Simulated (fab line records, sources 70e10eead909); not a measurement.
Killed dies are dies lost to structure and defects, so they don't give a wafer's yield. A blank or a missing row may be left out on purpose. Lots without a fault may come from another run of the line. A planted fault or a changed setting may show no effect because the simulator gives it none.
Chamber matching | flow nand_harc | NHARC_A_STAIRCASE_TRIM_196 on rie_diel-04: 4 sister chambers
The step chemistry O2, time 211.2 s. 18 wafers are shown with their chamber, then 9 later ones without.

WAFERS WITH THEIR CHAMBER
wafer  | chamber | drypump_motor_current_A (A) | showerhead_plenum_p_Torr (Torr) | oes_product_au (a.u.)
L077.1 | 1       | 5.6                         | 3.44                            | 0.996
L077.2 | 3       | 6.6                         | 3.80                            | 0.989
L077.3 | 2       | 5.2                         | 3.59                            | 1.017
L080.1 | 1       | 5.6                         | 3.44                            | 1.008
L080.2 | 3       | 6.6                         | 3.80                            | 0.988
L080.5 | 3       | 6.5                         | 3.80                            | 0.982
L082.1 | 0       | 5.5                         | 3.45                            | 0.997
L082.2 | 3       | 6.6                         | 3.79                            | 0.971
L082.6 | 3       | 6.6                         | 3.79                            | 0.964
L086.2 | 0       | 5.5                         | 3.45                            | 0.994
L086.3 | 3       | 6.6                         | 3.79                            | 0.974
L086.5 | 0       | 5.5                         | 3.45                            | 0.978
L087.2 | 3       | 6.6                         | 3.78                            | 0.962
L087.3 | 1       | 5.6                         | 3.42                            | 1.009
L087.5 | 3       | 6.6                         | 3.78                            | 0.974
L090.2 | 2       | 5.3                         | 3.57                            | 1.011
L090.3 | 1       | 5.6                         | 3.42                            | 1.009
L090.6 | 2       | 5.2                         | 3.57                            | 1.008

SIGNATURES (means of the wafers above)
reading                  | chamber 0 | chamber 1 | chamber 2 | chamber 3 | scatter within a chamber
drypump_motor_current_A  | 5.500     | 5.600     | 5.233     | 6.587     | 0.0332
showerhead_plenum_p_Torr | 3.4500    | 3.4300    | 3.5767    | 3.7912    | 0.00908
oes_product_au           | 0.98967   | 1.00550   | 1.01200   | 0.97550   | 0.00883
Rule: a wafer's distance from a chamber is the root of the sum, over the readings, of the square of ((its reading less the chamber's mean) divided by the reading's scatter). The wafer belongs to the nearest chamber; if the next one is less than 2 further off, it can't be placed. The scatter: the root of (the sum of the squares of (reading less its chamber's mean) over the shown wafers, divided by (wafers less chambers)).

WAFERS WITHOUT THEIR CHAMBER
wafer  | drypump_motor_current_A (A) | showerhead_plenum_p_Torr (Torr) | oes_product_au (a.u.)
L091.1 | 5.5                         | 3.44                            | 1.001
L091.4 | 6.6                         | 3.78                            | 0.979
L091.5 | 6.6                         | 3.78                            | 0.982
L092.1 | 5.4                         | 3.44                            | 1.000
L092.3 | 5.2                         | 3.56                            | 1.013
L092.5 | 5.2                         | 3.56                            | 1.014
L094.2 | 5.2                         | 3.56                            | 1.009
L094.4 | 5.5                         | 3.44                            | 0.994
L094.5 | 5.2                         | 3.56                            | 1.015

WHICH CHAMBER EACH WENT THROUGH
wafer  | from the rows above     | in truth
L091.1 | can't be placed: 0 or 1 | 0
L091.4 | 3                       | 3
L091.5 | 3                       | 3
L092.1 | 0                       | 0
L092.3 | 2                       | 2
L092.5 | 2                       | 2
L094.2 | 2                       | 2
L094.4 | 0                       | 0
L094.5 | 2                       | 2
Placed correctly: 8 of 9. Can't be placed from these rows: 1 (the true chamber is among the candidates in 1). Placed wrongly: 0.
